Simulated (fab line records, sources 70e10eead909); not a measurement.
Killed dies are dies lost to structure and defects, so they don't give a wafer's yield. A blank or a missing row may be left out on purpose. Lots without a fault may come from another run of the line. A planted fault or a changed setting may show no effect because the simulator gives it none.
Which tool did it? | flow nand_harc | 12 lots, 36 wafers sampled, at 4 steps of a route of 1302

WHAT THE GAUGES READ, wafer by wafer
NHARC_P_M1_OVL_MEAS_10: pitch 260 nm.
lot  | measured     | on         | overlay_x_nm (nm)
L076 | day 7 02:44  | overlay-02 | -0.6 -1.0 -0.8
L078 | day 7 19:17  | overlay-02 | 0.2 1.0 0.5
L075 | day 8 16:58  | overlay-02 | -0.9 -0.7 -0.9
L081 | day 9 03:29  | overlay-02 | 0.7 -0.3 0.6
L083 | day 10 07:01 | overlay-01 | 0.9 1.0 1.1
L085 | day 11 04:08 | overlay-01 | 1.6 0.8 0.3
L087 | day 12 03:44 | overlay-02 | 1.3 1.3 0.9
L090 | day 12 17:35 | overlay-02 | 1.6 1.4 1.4
L091 | day 13 02:49 | overlay-02 | 1.8 1.8 1.5
L093 | day 14 00:13 | overlay-02 | -0.3 -0.1 -0.5
L095 | day 15 00:33 | overlay-01 | 0.4 0.7 0.2
L097 | day 15 16:57 | overlay-01 | -0.1 0.7 0.2

WHICH TOOL RAN EACH LOT (tool, then ch and the chambers of the sampled wafers, then the start)
lot  | NHARC_P_CONTACT_CMP_24        | NHARC_P_M0_DESCUM_14               | NHARC_P_M0_DEP_32
L076 | cmp-03 ch 0,3, day 6 21:25    | rie_diel-12 ch 2,3, day 6 22:54    | pecvd-03 ch 0,2, day 7 01:31
L078 | cmp-01 ch 1,3, day 7 13:52    | rie_diel-12 ch 0,1,3, day 7 15:21  | pecvd-03 ch 0,2, day 7 17:59
L075 | cmp-03 ch 0,2,3, day 8 11:38  | rie_diel-13 ch 0,2,3, day 8 13:08  | pecvd-03 ch 0,1,2, day 8 15:46
L081 | cmp-04 ch 0,3, day 8 22:11    | rie_diel-13 ch 2,3, day 8 23:41    | pecvd-02 ch 0,2, day 9 02:18
L083 | cmp-01 ch 0,1,3, day 10 01:32 | rie_diel-13 ch 0,1,2, day 10 02:59 | pecvd-02 ch 0,1,2, day 10 05:41
L085 | cmp-03 ch 0,1,2, day 10 22:42 | rie_diel-13 ch 1,3, day 11 00:10   | pecvd-03 ch 0,1,2, day 11 02:49
L087 | cmp-03 ch 0,2, day 11 22:19   | rie_diel-13 ch 1,2, day 11 23:48   | pecvd-03 ch 0,2, day 12 02:28
L090 | cmp-03 ch 1,2, day 12 12:08   | rie_diel-12 ch 0,2, day 12 13:38   | pecvd-03 ch 0,2, day 12 16:16
L091 | cmp-03 ch 1,2, day 12 21:31   | rie_diel-13 ch 0,3, day 12 22:59   | pecvd-03 ch 0,1,2, day 13 01:38
L093 | cmp-01 ch 0,2,3, day 13 18:46 | rie_diel-13 ch 1,2,3, day 13 20:13 | pecvd-03 ch 0,1,2, day 13 22:50
L095 | cmp-04 ch 0,3, day 14 19:16   | rie_diel-13 ch 2,3, day 14 20:36   | pecvd-04 ch 0,1, day 14 23:13
L097 | cmp-01 ch 1,3, day 15 11:34   | rie_diel-06 ch 0,3, day 15 12:55   | pecvd-03 ch 0,2, day 15 15:46
- NHARC_P_CONTACT_CMP_24: polishes, t overpolish 30 s, target thk 200 nm.
- NHARC_P_M0_DESCUM_14: chemistry O2, time 3 s.
- NHARC_P_M0_DEP_32: deposits SiCN, target thk 30 nm.

THE ANSWER, worked out from the rows above alone
Rule: what is usual is taken from the lots themselves. Put in order of their means at a reading, lots are off if they are a third of the lots or fewer, leave a main group of 4 or more, and stand apart from it by a gap of 3 or more times the standard deviation of the main group's means; of several such gaps the widest counts. A main group whose means are all the same, to the digits that the tables above print for the reading, isn't used. A lot without any number at a reading at which 4 lots or more have one is off too. The other lots that the step has rows for count as sound.
No lot is off at any reading shown: from this, nothing can be told.

WHAT THE SIMULATOR HAD PUT IN
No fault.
